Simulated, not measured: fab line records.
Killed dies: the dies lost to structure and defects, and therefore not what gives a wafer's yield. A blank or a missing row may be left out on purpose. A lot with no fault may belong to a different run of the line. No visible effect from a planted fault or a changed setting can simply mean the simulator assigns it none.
One fault seen from 3 desks | flow n5-finfet | only its own numbers are on each desk; what lay behind them is given at the end

AT THE METROLOGY DESK
Lot by lot, what the gauges showed, no matter which tool ran the lot: averages of those sampled wafers that carry a number. Any lot whose mean is over 4 standard deviations away from the usual mean is out of limits and marked OUT; that distance is given in the brackets.
Columns: A = cd-nm at N5_BEOL_M8_CD_MEAS_18, usual 39.9 nm
lot  | first seen here | A
L118 | day 9 11:53     | 39.7
L119 | day 10 22:13    | 39.7
L127 | day 11 21:16    | 40.1
L125 | day 12 07:25    | 40.0
L131 | day 12 22:18    | 39.1
L135 | day 14 20:32    | 40.0
L137 | day 15 01:08    | 40.6
L138 | day 15 04:04    | 39.9
L139 | day 15 09:02    | 39.9
L141 | day 16 04:05    | 39.8
This desk found nothing out of limits on any of the 10 lots.

TOOL OWNER'S DESK, pvd-sputter-02
The tool's own readings at N5_BEOL_M8_HM_DEP_02 (deposits TiN, target thk 20 nm): means of the sampled wafers that have a number, for each lot that ran on this tool. Any lot whose mean is over 4 standard deviations away from the usual mean is out of limits and marked OUT; that distance is given in the brackets.
Columns: A = throttle-valve-pct at N5_BEOL_M8_HM_DEP_02, usual 29.5 %
lot  | first seen here | A
L119 | day 10 21:10    | 29.5
L125 | day 12 06:08    | 29.8
This desk found nothing out of limits on any of the 2 lots.

THE DEFECT DESK
What the inspections along the route counted, lot by lot: means of the sampled wafers that have a number. Any lot whose mean is over 4 standard deviations away from the usual mean is out of limits and marked OUT; that distance is given in the brackets.
Columns: A = raw-defect-count at N5_BEOL_M8_INSPECT_30, usual 419
lot  | first seen here | A
L118 | day 9 13:45     | 364
L119 | day 10 22:44    | 285
L127 | day 12 00:09    | 356
L125 | day 12 07:53    | 490
L131 | day 13 00:37    | 493
L135 | day 14 21:44    | 463
L137 | day 15 02:04    | 373
L138 | day 15 08:01    | 496
L139 | day 15 09:25    | 378
L141 | day 16 04:37    | 400
This desk found nothing out of limits on any of the 10 lots.

ALL TOGETHER
The metrology desk saw nothing out of limits.
The tool owner's desk saw nothing out of limits.
Nothing the defect desk looked at was out of limits.

WHAT HAD BEEN PUT IN BY THE SIMULATOR
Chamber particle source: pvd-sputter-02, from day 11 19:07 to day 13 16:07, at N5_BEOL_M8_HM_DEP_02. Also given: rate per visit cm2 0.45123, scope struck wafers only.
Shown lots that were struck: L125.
